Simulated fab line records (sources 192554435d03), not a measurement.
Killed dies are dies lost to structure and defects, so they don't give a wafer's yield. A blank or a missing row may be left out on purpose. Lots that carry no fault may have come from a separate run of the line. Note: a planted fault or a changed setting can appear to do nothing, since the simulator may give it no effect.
Comparing a struck lot with a sound one / flow n5Finfet / 15 out of 1938 route steps
Sound: wafers L464.2, L464.3, L464.4. Struck: wafer L472.6 (L472.1, L472.2, from the same lot, were not struck and are left out); the cause is given at the end.
At each step with rows: each side's tool, then ch and its chambers, then its first start. Under that, the readings that differ: sound wafers / struck wafers / difference of the means / sigmas: that difference in standard deviations of wafers without a fault.
alike: readings with means less than 2 such deviations apart, plus words and numbers identical on both sides. not compared: withheld readings, readings lacking a value on some wafer, bounds such as >300 that could conceal the same value, and numbers that have no deviation in the record and whose values overlap.
The two part at a step that has a row with sigmas, a row that says differs or no value, or rows on one side only. Non-overlapping numbers with no deviation appear without sigmas and do not part them. A reading missing from all wafers of one side parts the sides only when that side holds two or more wafers.

first, 7 steps without rows for these wafers: N5_BEOL_M7_COAT_71 (time 60 s, resist thk 5 nm); N5_BEOL_M7_COAT_22 (resist thk 30 nm); N5_BEOL_M7_EBR_24; N5_BEOL_M7_SOFTBAKE_23 (time 60 s); N5_BEOL_M7_EXPOSE_25 (exposes mask V6, target cd 40 nm); N5_BEOL_M7_PEB_26 (peb time 60 s); N5_BEOL_M7_DEVELOP_27 (develop time 30 s).
N5_BEOL_M7_CD_MEAS_28: the cd target is 40 nm.
  sound on cdSem-02 ch 0, day 10 14:04; struck on cdSem-02 ch 0, day 13 01:13
  alike: cdNm
N5_BEOL_M7_OVL_MEAS_29:
  sound on overlay-01 ch 0, day 10 14:07; struck on overlay-02 ch 0, day 13 01:15
  alike: V6_OVL
N5_BEOL_M7_INSPECT_30: inspects for defects (brightfield).
  struck on defectInspect-01, day 13 01:19; sound on defectInspect-02, day 10 14:10
  alike: rawDefectCount
N5_BEOL_M7_DESCUM_33: chemistry O2, time 7 s.
  sound on rieDiel-03 ch 1,2,3, day 10 14:12; struck on rieDiel-03 ch 1, day 13 01:20
  alike: drypumpMotorCurrentA, oesProductAu, rfFwdPowerW, rfVppV, showerheadPlenumPTorr, tempC, throttleValvePct
  not compared: rfHoursCounterH
N5_BEOL_M7_ETCH_72: etches underlayer in N2/H2, target depth 6.5 nm, time 5.2 s.
  sound on rieDiel-03 ch 1,2,3, day 10 14:14; struck on rieDiel-03 ch 1, day 13 01:22
  alike: drypumpMotorCurrentA, etchRfOnTimeS, oesProductAu, rfFwdPowerW, rfVppV, showerheadPlenumPTorr, throttleValvePct
  not compared: rfHoursCounterH
N5_BEOL_M7_ETCH_65: etches SiARC in CF4, target depth 15.6 nm, time 26 s.
  sound on rieDiel-03 ch 1,2,3, day 10 14:15; struck on rieDiel-03 ch 1, day 13 01:23
reading=etchRfOnTimeS (s); sound=26.3 26.0 26.2; struck=19.3; difference=-6.9; sigmas=-13
reading=rfVppV (V); sound=184.0 184.4 183.5; struck=186.4; difference=+2.4; sigmas=+2
  alike: drypumpMotorCurrentA, oesProductAu, rfFwdPowerW, showerheadPlenumPTorr, throttleValvePct
  not compared: rfHoursCounterH
N5_BEOL_M7_ETCH_66: etches SOC in N2/H2, target depth 80 nm, overetch 16 nm, time 120 s.
  sound on rieDiel-03 ch 1,2,3, day 10 14:17; struck on rieDiel-03 ch 1, day 13 01:25
  alike: drypumpMotorCurrentA, oesProductAu, rfFwdPowerW, rfVppV, showerheadPlenumPTorr, tempC, throttleValvePct
  not compared: rfHoursCounterH
next, for these wafers, 1 step has no rows: N5_PASSIVATION_PROBE_49.

== WHERE THEY PART ==
At N5_BEOL_M7_ETCH_65 and nowhere else, as far as this record goes. Later steps at which nothing parts them and some readings are alike: N5_BEOL_M7_ETCH_66.

WHY: what had been put in by the simulator
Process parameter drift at N5_BEOL_M7_ETCH_65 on rieDiel-03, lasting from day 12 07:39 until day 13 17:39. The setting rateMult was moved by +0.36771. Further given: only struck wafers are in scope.
